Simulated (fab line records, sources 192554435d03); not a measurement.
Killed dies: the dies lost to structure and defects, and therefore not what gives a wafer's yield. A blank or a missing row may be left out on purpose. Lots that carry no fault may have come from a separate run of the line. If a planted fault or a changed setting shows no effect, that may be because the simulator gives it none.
Which tool is to blame? | flow n5Finfet | 33 wafers from 11 lots sampled at 3 of the route's 1938 steps

## WHAT THE GAUGES SHOWED, per wafer
N5_BEOL_M12_CD_MEAS_10: the cd target is 140 nm.
lot  | measured     | on       | cdNm (nm)
L076 | day 11 07:25 | cdSem-01 | 139.4 138.2 138.0
L077 | day 11 14:24 | cdSem-02 | 142.2 140.1 137.8
L078 | day 12 16:38 | cdSem-01 | 138.8 137.5 139.9
L080 | day 12 21:47 | cdSem-01 | 138.4 141.6 136.9
L083 | day 13 09:38 | cdSem-02 | 137.5 136.8 136.9
L084 | day 13 10:40 | cdSem-03 | 138.5 137.4 135.0
L086 | day 14 07:21 | cdSem-03 | 142.4 141.2 138.8
L089 | day 14 16:30 | cdSem-03 | 138.9 142.0 138.7
L091 | day 15 02:03 | cdSem-02 | 138.9 141.5 138.2
L095 | day 15 21:40 | cdSem-01 | 140.5 136.4 141.7
L094 | day 16 14:20 | cdSem-01 | 136.2 139.5 138.3

## WHAT TOOL EACH LOT RAN ON (gives the tool, then ch and the chambers of the sampled wafers, and finally the start)
lot  | N5_BEOL_M11_ETCH_66               | N5_BEOL_M11_STRIP_77
L076 | rieDiel-03 ch 0,2,3, day 11 02:32 | rieDiel-03 ch 0,2,3, day 11 07:25 or earlier
L077 | rieDiel-06 ch 2,3, day 11 11:06   | rieDiel-06 ch 2,3, day 11 14:24 or earlier
L078 | rieDiel-06 ch 0,2,3, day 12 10:46 | rieDiel-06 ch 0,2,3, day 12 16:38 or earlier
L080 | rieDiel-05 ch 0,1, day 12 17:33   | rieDiel-05 ch 0,1, day 12 21:47 or earlier
L083 | rieDiel-06 ch 2,3, day 13 04:25   | rieDiel-06 ch 2,3, day 13 09:38 or earlier
L084 | rieDiel-06 ch 1,2, day 13 04:52   | rieDiel-06 ch 1,2, day 13 10:40 or earlier
L086 | rieDiel-05 ch 0,2,3, day 14 02:38 | rieDiel-05 ch 0,2,3, day 14 07:21 or earlier
L089 | rieDiel-03 ch 0,1,2, day 14 12:40 | rieDiel-03 ch 0,1,2, day 14 16:30 or earlier
L091 | rieDiel-06 ch 0,2,3, day 14 22:39 | rieDiel-06 ch 0,2,3, day 15 02:03 or earlier
L095 | rieDiel-05 ch 0,1, day 15 18:18   | rieDiel-05 ch 0,1, day 15 21:40 or earlier
L094 | rieDiel-03 ch 2,3, day 16 10:26   | rieDiel-03 ch 2,3, day 16 14:20 or earlier
- N5_BEOL_M11_ETCH_66: etches SOC in N2/H2, target depth 120 nm, overetch 24 nm, time 180 s.
- N5_BEOL_M11_STRIP_77: strips in N2/H2, time 10 s.

## THE ANSWER, worked out from the rows above alone
Rule: what is usual is taken from the lots themselves. Put in order of their means at a reading, lots are off if they are a third of the lots or fewer, leave a main group of 4 or more, and stand apart from it by a gap of 3 or more times the standard deviation of the main group's means; of several such gaps the widest counts. If all means in a main group match to the digits the tables above print for the reading, that group is not used. A lot without any number at a reading at which 4 lots or more have one is off too. The other lots that the step has rows for count as sound.
Nothing can be told from this: no lot is off at any reading shown.

## WHAT HAD BEEN PUT IN BY THE SIMULATOR
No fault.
